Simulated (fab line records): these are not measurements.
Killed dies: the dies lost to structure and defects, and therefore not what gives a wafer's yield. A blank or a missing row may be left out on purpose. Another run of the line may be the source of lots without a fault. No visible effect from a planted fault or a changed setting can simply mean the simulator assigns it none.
Which of the tools did it? | flow nandHarc | 12 lots, 36 wafers sampled, at 1 step of a route of 1302

== WHAT THE GAUGES SHOWED, per wafer ==
NHARC_P_STI_OVL_MEAS_10. Usual: overlayXNm 0 nm, standard deviation 6; overlayYNm 0 nm, standard deviation 5.8.
lot  | measured     | on         | overlayXNm (nm) | overlayYNm (nm) | flag
L930 | day 2 21:59  | overlay-01 | -6 -6 -7        | -10 -10 -10     | 
L931 | day 3 09:01  | overlay-02 | 2 2 2           | 0 0 0           | 
L933 | day 4 00:57  | overlay-01 | -10 -10 -10     | -4 -4 -3        | 
L934 | day 4 11:40  | overlay-01 | -5 -5 -5        | -11 -10 -10     | 
L935 | day 4 22:04  | overlay-01 | 1 0 0           | -6 -6 -6        | 
L945 | day 9 00:36  | overlay-01 | 7 7 7           | 1 0 0           | 
L946 | day 9 12:20  | overlay-02 | 2 2 3           | -6 -5 -5        | 
L947 | day 9 21:12  | overlay-01 | -3 -3 -3        | -1 -2 -1        | 
L948 | day 10 08:28 | overlay-01 | 10 9 10         | -5 -6 -5        | 
L950 | day 11 04:01 | overlay-02 | 6 6 6           | 3 2 3           | 
L951 | day 11 12:35 | overlay-02 | 3 2 2           | 5 5 5           | 
L952 | day 12 00:16 | overlay-01 | 9 9 9           | -1 -1 -1        | 

== WHAT TOOL EACH LOT RAN ON (gives the tool, then ch and the chambers of the sampled wafers, and finally the start) ==
The record holds no process step before these readings.

== AS READ BY THE TOOLS THEMSELVES (means over the sampled wafers that have a number; for cases with no such wafer, the mark the record gives instead) ==
The record holds no such reading with a usual standard deviation.

== THE ANSWER, worked out from the rows above alone ==
Rule: a lot is off if the mean of its wafers that have a number lies more than 3 standard deviations from the usual mean. A lot without any number at a reading at which 4 lots or more have one is off too. Any other lot the step has rows for is counted as sound. Order of review: gauges by route order, followed by the tools' own readings, for which a lot's mean as printed above is used. At the first step where some lot is off, the reading lying furthest off is the one used; lots without a number count as furthest.
No lot is off at any reading shown: from this, nothing can be told.

== WHAT THE SIMULATOR PUT IN ==
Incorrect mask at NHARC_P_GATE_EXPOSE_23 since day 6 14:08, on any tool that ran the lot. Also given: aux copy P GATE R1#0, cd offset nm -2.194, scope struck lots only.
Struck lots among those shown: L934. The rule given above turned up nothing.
